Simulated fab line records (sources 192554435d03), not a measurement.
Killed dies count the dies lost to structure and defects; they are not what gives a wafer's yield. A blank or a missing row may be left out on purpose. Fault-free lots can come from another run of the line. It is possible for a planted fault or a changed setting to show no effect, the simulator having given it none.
Matching of chambers :: flow n5 finfet :: N5_HKMG_FIN_STRIP_92 on rie diel-04 has 4 sister chambers
The step strips SOC in N2/H2, time 20 s. 16 wafers are shown with their chamber, then 8 later ones without.

== WAFERS WITH THEIR CHAMBER ==
wafer: L075.3
chamber: 3
showerhead plenum p Torr (Torr): 3.48
throttle valve pct (%): 19.7
oes product au (a.u.): 0.73

wafer: L075.4
chamber: 3
showerhead plenum p Torr (Torr): 3.48
throttle valve pct (%): 19.6
oes product au (a.u.): 0.72

wafer: L075.6
chamber: 1
showerhead plenum p Torr (Torr): 3.34
throttle valve pct (%): 19.3
oes product au (a.u.): 0.93

wafer: L077.4
chamber: 3
showerhead plenum p Torr (Torr): 3.48
throttle valve pct (%): 19.7
oes product au (a.u.): 0.72

wafer: L077.5
chamber: 0
showerhead plenum p Torr (Torr): 3.37
throttle valve pct (%): 18.2
oes product au (a.u.): 0.89

wafer: L077.6
chamber: 1
showerhead plenum p Torr (Torr): 3.34
throttle valve pct (%): 19.3
oes product au (a.u.): 0.92

wafer: L083.1
chamber: 2
showerhead plenum p Torr (Torr): 3.31
throttle valve pct (%): 19.1
oes product au (a.u.): 0.94

wafer: L083.2
chamber: 0
showerhead plenum p Torr (Torr): 3.36
throttle valve pct (%): 18.3
oes product au (a.u.): 0.86

wafer: L083.4
chamber: 1
showerhead plenum p Torr (Torr): 3.33
throttle valve pct (%): 19.4
oes product au (a.u.): 0.88

wafer: L087.3
chamber: 2
showerhead plenum p Torr (Torr): 3.31
throttle valve pct (%): 19.1
oes product au (a.u.): 0.92

wafer: L087.5
chamber: 2
showerhead plenum p Torr (Torr): 3.31
throttle valve pct (%): 19.2
oes product au (a.u.): 0.92

wafer: L087.6
chamber: 3
showerhead plenum p Torr (Torr): 3.47
throttle valve pct (%): 19.7
oes product au (a.u.): 0.71

wafer: L085.1
chamber: 2
showerhead plenum p Torr (Torr): 3.31
throttle valve pct (%): 19.2
oes product au (a.u.): 0.93

wafer: L085.3
chamber: 0
showerhead plenum p Torr (Torr): 3.36
throttle valve pct (%): 18.2
oes product au (a.u.): 0.85

wafer: L085.4
chamber: 1
showerhead plenum p Torr (Torr): 3.32
throttle valve pct (%): 19.4
oes product au (a.u.): 0.88

wafer: L086.2
chamber: 3
showerhead plenum p Torr (Torr): 3.47
throttle valve pct (%): 19.7
oes product au (a.u.): 0.71

SIGNATURES (means of the wafers above)
reading: showerhead plenum p Torr
chamber 0: 3.3633
chamber 1: 3.3325
chamber 2: 3.3100
chamber 3: 3.4760
scatter within a chamber: 0.0062

reading: throttle valve pct
chamber 0: 18.233
chamber 1: 19.350
chamber 2: 19.150
chamber 3: 19.680
scatter within a chamber: 0.0537

reading: oes product au
chamber 0: 0.8667
chamber 1: 0.9025
chamber 2: 0.9275
chamber 3: 0.7180
scatter within a chamber: 0.0171
Rule: a wafer's distance from a chamber is the root of the sum, over the readings, of the square of ((its reading less the chamber's mean) divided by the reading's scatter). The wafer belongs to the nearest chamber; if the next one is less than 2 further off, it can't be placed. The scatter is the square root of a quotient: the sum, over the shown wafers, of each reading's squared deviation from its chamber's mean, divided by wafers minus chambers.

== WAFERS WITHOUT THEIR CHAMBER ==
wafer: L086.4
showerhead plenum p Torr (Torr): 3.32
throttle valve pct (%): 19.4
oes product au (a.u.): 0.87

wafer: L086.6
showerhead plenum p Torr (Torr): 3.36
throttle valve pct (%): 18.2
oes product au (a.u.): 0.84

wafer: L093.1
showerhead plenum p Torr (Torr): 3.31
throttle valve pct (%): 19.2
oes product au (a.u.): 0.91

wafer: L093.3
showerhead plenum p Torr (Torr): 3.35
throttle valve pct (%): 18.3
oes product au (a.u.): 0.84

wafer: L093.4
showerhead plenum p Torr (Torr): 3.32
throttle valve pct (%): 19.4
oes product au (a.u.): 0.85

wafer: L096.4
showerhead plenum p Torr (Torr): 3.31
throttle valve pct (%): 19.4
oes product au (a.u.): 0.84

wafer: L096.5
showerhead plenum p Torr (Torr): 3.35
throttle valve pct (%): 18.3
oes product au (a.u.): 0.83

wafer: L096.6
showerhead plenum p Torr (Torr): 3.46
throttle valve pct (%): 19.7
oes product au (a.u.): 0.70

== CHAMBER TAKEN BY EACH ==
wafer: L086.4
from the rows above: 1
in truth: 1

wafer: L086.6
from the rows above: 0
in truth: 0

wafer: L093.1
from the rows above: 2
in truth: 2

wafer: L093.3
from the rows above: 0
in truth: 0

wafer: L093.4
from the rows above: 1
in truth: 1

wafer: L096.4
from the rows above: can't be placed: 1 or 2
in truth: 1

wafer: L096.5
from the rows above: 0
in truth: 0

wafer: L096.6
from the rows above: 3
in truth: 3
Correctly placed: 7 of 8. From these rows, 1 cannot be placed; in 1 the true chamber is one of the candidates. Wrongly placed: 0.
